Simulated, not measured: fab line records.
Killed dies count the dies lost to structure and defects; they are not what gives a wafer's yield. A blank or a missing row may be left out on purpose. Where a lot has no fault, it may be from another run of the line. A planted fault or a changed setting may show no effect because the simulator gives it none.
Chamber matching    flow n5 finfet    N5_PMOS_HMC_CHANNEL_EPI_STRIP_33 on rie diel-01: 4 sister chambers
The step strips in N2/H2. 14 wafers are shown with their chamber, then 7 later ones without.

== WAFERS WITH THEIR CHAMBER ==
wafer   chamber  drypump motor current A (A)  throttle valve pct (%)  showerhead plenum p Torr (Torr)
L076.2  2        6.1                          18.9                    3.34
L076.3  3        6.4                          18.7                    3.31
L076.4  3        6.4                          18.7                    3.31
L078.1  0        4.7                          18.5                    3.42
L078.4  1        5.2                          19.1                    3.35
L078.6  3        6.4                          18.7                    3.31
L083.2  2        6.1                          18.9                    3.33
L083.5  2        6.1                          18.9                    3.33
L083.6  1        5.2                          19.1                    3.34
L086.1  1        5.2                          19.1                    3.34
L086.3  3        6.4                          18.7                    3.30
L086.5  0        4.8                          18.5                    3.42
L092.1  1        5.2                          19.2                    3.33
L092.2  3        6.4                          18.7                    3.29

SIGNATURES (means of the wafers above)
reading                   chamber 0  chamber 1  chamber 2  chamber 3  scatter within a chamber
drypump motor current A   4.750      5.200      6.100      6.400      0.0224
throttle valve pct        18.500     19.125     18.900     18.700     0.0274
showerhead plenum p Torr  3.4200     3.3400     3.3333     3.3040     0.00766
Rule: distance of a wafer from a chamber = root of the sum over the readings of ((wafer's reading minus chamber's mean) / reading's scatter) squared. If the next closest chamber is less than 2 further off than the closest, the wafer can't be placed; otherwise it belongs to the closest. The scatter: the root of (the sum of the squares of (reading less its chamber's mean) over the shown wafers, divided by (wafers less chambers)).

== WAFERS WHOSE CHAMBER IS MISSING ==
wafer   drypump motor current A (A)  throttle valve pct (%)  showerhead plenum p Torr (Torr)
L092.3  4.7                          18.5                    3.41
L095.2  6.1                          18.5                    3.32
L095.3  6.4                          18.7                    3.29
L095.4  4.7                          18.5                    3.41
L096.2  5.2                          19.2                    3.33
L096.4  6.4                          18.8                    3.29
L096.6  6.4                          18.8                    3.29

== THE CHAMBER EACH PASSED THROUGH ==
wafer   from the rows above      in truth
L092.3  0                        0
L095.2  can't be placed: 2 or 3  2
L095.3  3                        3
L095.4  0                        0
L096.2  1                        1
L096.4  3                        3
L096.6  3                        3
Placed correctly: 6 of 7. Unplaceable from these rows: 1, with the true chamber sitting among the candidates in 1. Number placed wrongly: 0.
